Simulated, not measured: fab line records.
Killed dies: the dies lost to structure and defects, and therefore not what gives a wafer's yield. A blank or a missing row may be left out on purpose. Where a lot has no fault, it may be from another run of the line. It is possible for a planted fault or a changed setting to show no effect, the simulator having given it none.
Matching of chambers -- flow n5-finfet -- 4 sister chambers for N5_GATE_CUT_SAC_CAP_01 on ald-sin-02
The step material SiNx, target thk 24 nm, pulse time 1 s, ald cycles 480. 4 wafers are shown with their chamber, then 8 later ones without.

WAFERS PAIRED WITH THEIR CHAMBERS
wafer,chamber,heater-power-w (W)
L083.4,0,831
L087.4,2,630
L087.6,3,786
L088.2,1,933

WAFERS MISSING THEIR CHAMBER
wafer,heater-power-w (W)
L088.3,794
L088.5,894
L093.3,765
L093.4,849
L093.5,780
L097.1,809
L097.4,864
L097.5,873

THE CHAMBER EACH PASSED THROUGH
wafer,from the rows above,in truth
L088.3,can't be placed: 3 or 0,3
L088.5,can't be placed: 1 or 0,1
L093.3,can't be placed: 3 or 0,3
L093.4,can't be placed: 0 or 3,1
L093.5,can't be placed: 3 or 0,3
L097.1,can't be placed: 0 or 3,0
L097.4,can't be placed: 0 or 1 or 3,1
L097.5,can't be placed: 0 or 1 or 3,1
Correctly placed: 0 of 8. Not placeable from these rows: 8 (in 7, the candidates include the true chamber). 0 placed wrongly.
How it was worked out, from the rows above alone: a wafer's distance from a chamber is the root of the sum, over the readings, of the square of ((its reading less the chamber's mean) divided by the reading's scatter). The wafer belongs to the nearest chamber; if the next one is less than 2 further off, it can't be placed. For every chamber, the mean is computed from those of its wafers that are shown. The scatter: root of mean squared gap, hidden wafer to nearest shown wafer, with one shown wafer a chamber.
